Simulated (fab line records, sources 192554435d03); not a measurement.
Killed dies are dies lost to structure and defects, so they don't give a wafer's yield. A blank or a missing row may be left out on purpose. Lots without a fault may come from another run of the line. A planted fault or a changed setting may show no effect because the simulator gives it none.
One fault seen from 2 desks | flow n5_finfet | each desk has only its own numbers; what lay behind them comes last

THE METROLOGY DESK
What the gauges read, lot by lot, whatever tool the lot ran on: means of the sampled wafers that have a number. A lot is out of limits, marked OUT, if its mean lies more than 4 standard deviations from the usual mean; the brackets give that distance. Of its 12 readings 7 are shown: those that lie furthest out on some lot.
Columns: A = DIBL_N at N5_BEOL_M4_RC_MEAS_101, usual 36.0 mV/V; B = IOFF_P at N5_BEOL_M4_RC_MEAS_101, usual 0.21 nA/um; C = ION_N at N5_BEOL_M4_RC_MEAS_101, usual 673 uA/um; D = ION_P at N5_BEOL_M4_RC_MEAS_101, usual 463 uA/um; E = VT_N at N5_BEOL_M4_RC_MEAS_101, usual 250 mV; F = VT_P at N5_BEOL_M4_RC_MEAS_101, usual -250 mV; G = cd_nm at N5_PASSIVATION_CD_MEAS_44, usual 40000 nm
lot  | first seen here | A    | B    | C   | D   | E   | F    | G
L768 | day 7 21:32     | 34.0 | 0.18 | 665 | 463 | 253 | -251 | 40001
L769 | day 8 05:31     | 34.7 | 0.19 | 658 | 458 | 255 | -251 | 39996
L775 | day 9 17:29     | 37.4 | 0.21 | 677 | 461 | 247 | -250 | 39997
L778 | day 10 11:10    | 33.9 | 0.21 | 667 | 463 | 252 | -248 | 39996
L779 | day 10 20:08    | 35.9 | 0.22 | 676 | 468 | 250 | -250 | 40006
L781 | day 11 03:14    | 35.4 | 0.27 | 687 | 482 | 248 | -242 | 39999
L782 | day 11 05:07    | 36.6 | 0.22 | 676 | 466 | 251 | -249 | 40000
L783 | day 11 14:11    | 35.0 | 0.17 | 674 | 458 | 250 | -254 | 40002
L785 | day 12 10:09    | 37.9 | 0.23 | 678 | 464 | 249 | -249 | 39995
L791 | day 14 00:35    | 36.4 | 0.22 | 686 | 465 | 247 | -251 | 40001
This desk's finding: nothing out of limits on any of the 10 lots.

THE TOOL OWNER'S DESK: pecvd-02
The tool's own readings at N5_PASSIVATION_PECVD_35 (deposits SiNx from SiH4/NH3/N2, target thk 700 nm, time 151.3 s): means of the sampled wafers that have a number, for each lot that ran on this tool. A lot is out of limits, marked OUT, if its mean lies more than 4 standard deviations from the usual mean; the brackets give that distance.
Columns: A = heater_power_w at N5_PASSIVATION_PECVD_35, usual 402 W; B = run_length_s at N5_PASSIVATION_PECVD_35, usual 195.2 s; C = showerhead_plenum_p_Torr at N5_PASSIVATION_PECVD_35, usual 8.70 Torr; D = showerhead_vpp_V at N5_PASSIVATION_PECVD_35, usual 2336 V; E = throttle_valve_pct at N5_PASSIVATION_PECVD_35, usual 28.6 %
lot  | first seen here | A   | B               | C    | D    | E
L775 | day 13 22:44    | 399 | 195.1           | 8.71 | 2322 | 29.8
L782 | day 15 07:44    | 384 | 195.1           | 8.75 | 2419 | 28.8
L781 | day 15 08:04    | 428 | 195.3           | 8.72 | 2277 | 29.3
L783 | day 16 02:44    | 414 | 243.0 (+84) OUT | 8.72 | 2408 | 30.1
L785 | day 16 13:01    | 380 | 227.1 (+56) OUT | 8.76 | 2445 | 28.9
This desk's finding: out of limits on L783, L785; first on L783, day 16 02:44 (run_length_s at N5_PASSIVATION_PECVD_35). In limits: L775, L782, L781.

PUT TOGETHER
The tool owner's desk could have raised an alarm at day 16 02:44, on L783, L785.
The metrology desk saw nothing out of limits.
The metrology desk has L783, L785 on record, within its limits.
Of the lots named, all ran N5_PASSIVATION_PECVD_35 on pecvd-02.

WHAT THE SIMULATOR HAD PUT IN
Process parameter drift: pecvd-02, from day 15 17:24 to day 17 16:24, at N5_PASSIVATION_PECVD_35. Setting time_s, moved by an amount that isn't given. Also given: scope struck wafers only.
Lots struck among those shown: L783, L785.
Hours from the fault's start to each desk's first reading out of limits: the tool owner's desk, 9.
